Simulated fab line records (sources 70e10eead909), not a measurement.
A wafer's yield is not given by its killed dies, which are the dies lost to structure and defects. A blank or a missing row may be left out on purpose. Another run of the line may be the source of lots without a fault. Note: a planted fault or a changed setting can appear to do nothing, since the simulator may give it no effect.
Comparing a struck lot with a sound one -- flow nand_harc -- 16 out of 1302 route steps
Sound: these wafers, L445.2, L445.4, L445.5. Wafers struck: L456.2, L456.4. The cause comes at the end.
At each step with rows: each side's tool, then ch and its chambers, then its first start. Under that, the readings that differ: sound wafers -- struck wafers -- difference of the means -- sigmas: that difference in standard deviations of wafers without a fault.
alike: readings whose means differ by less than 2 such deviations, and words and numbers that are the same on both sides. not compared: withheld readings, readings that some wafer has no value for, bounds like >300 that may hide the same value, and numbers for which the record gives no deviation and whose values overlap.
Wherever a step has rows on one side only, a row that says differs or no value, or a row with sigmas, the two part there. When numbers do not overlap yet have no deviation, they are printed without sigmas and do not part them. A reading that every wafer of one side lacks parts them only if that side has two wafers or more.

NHARC_A_ONON_D2_THK_MEAS_11: measures by ellipsometry.
  sound: film_metro-02 at day 15 10:52; struck: film_metro-02 at day 20 02:22
  alike: thk_nm
then, 1 step without rows for these wafers: NHARC_A_ONON_D2_DEP_12 (target thk 1000 nm).
NHARC_A_ONON_D2_THK_MEAS_14: measures by ellipsometry.
  sound: film_metro-01 at day 15 11:25; struck: film_metro-02 at day 20 02:56
  alike: thk_nm
then, 2 steps without rows for these wafers: NHARC_A_ONON_D2_ANNEAL_15 (time 3600 s); NHARC_A_ONON_D2_DEP_16 (target thk 1000 nm).
NHARC_A_ONON_D2_THK_MEAS_18: measures by ellipsometry.
  sound: film_metro-01 at day 15 19:30; struck: film_metro-02 at day 20 10:37
  alike: thk_nm
then, 1 step without rows for these wafers: NHARC_A_ONON_D2_DEP_19 (target thk 1000 nm).
NHARC_A_ONON_D2_THK_MEAS_21: measures by ellipsometry.
  sound: film_metro-02 at day 15 20:04; struck: film_metro-01 at day 20 11:11
  alike: thk_nm
then, 1 step without rows for these wafers: NHARC_A_ONON_D2_DEP_22 (target thk 1000 nm).
NHARC_A_ONON_D2_THK_MEAS_24: measures by ellipsometry.
  sound: film_metro-01 at day 15 20:38; struck: film_metro-02 at day 20 11:45
  alike: thk_nm
then, 1 step without rows for these wafers: NHARC_A_ONON_D2_DEP_25 (target thk 1000 nm).
NHARC_A_ONON_D2_THK_MEAS_27: measures by ellipsometry.
  sound: film_metro-02 at day 15 21:11; struck: film_metro-01 at day 20 12:19
  alike: thk_nm
NHARC_A_ONON_D2_DEP_28: target thk 1000 nm.
  sound on pecvd_onon-03 ch 0, day 15 21:19; struck on pecvd_onon-04 ch 0, day 20 12:26
NHARC_A_ONON_D2_THK_MEAS_30: measures by ellipsometry.
  sound: film_metro-01 at day 15 21:46; struck: film_metro-01 at day 20 12:53
reading,sound,struck,difference,sigmas
thk_nm (nm),996 994 995,754 752,-242,-44
NHARC_A_ONON_D2_DEP_33: deposits SiO2, target thk 200 nm.
  sound on pecvd-03 ch 0,1, day 15 21:54; struck on pecvd-04 ch 2, day 20 12:56
reading,sound,struck,difference,sigmas
throttle_valve_pct (%),16.5 16.1 15.9,15.0 15.2,-1.1,-2
  alike: heater_power_w
-- record jumps: 11 days between struck wafers' starts before vs after; left off in module A_ONON_D2, resumes in module END, first step shown is number 1302 of the route --
NHARC_END_SORT_01:
  sound on prober-01 ch 0, day 27 08:12; struck on prober-02 ch 0, day 31 10:01
reading,sound,struck,difference,sigmas
killed_at_array,43 49 59,669 674,+621,+52
killed_dies,52 53 67,677 677,+620,+52
  alike: killed_at_other, killed_at_periphery, killed_open, killed_short

WHERE THEY PART
Last at NHARC_END_SORT_01 as far as this record goes, first at NHARC_A_ONON_D2_THK_MEAS_30.

WHY: whatever the simulator had introduced
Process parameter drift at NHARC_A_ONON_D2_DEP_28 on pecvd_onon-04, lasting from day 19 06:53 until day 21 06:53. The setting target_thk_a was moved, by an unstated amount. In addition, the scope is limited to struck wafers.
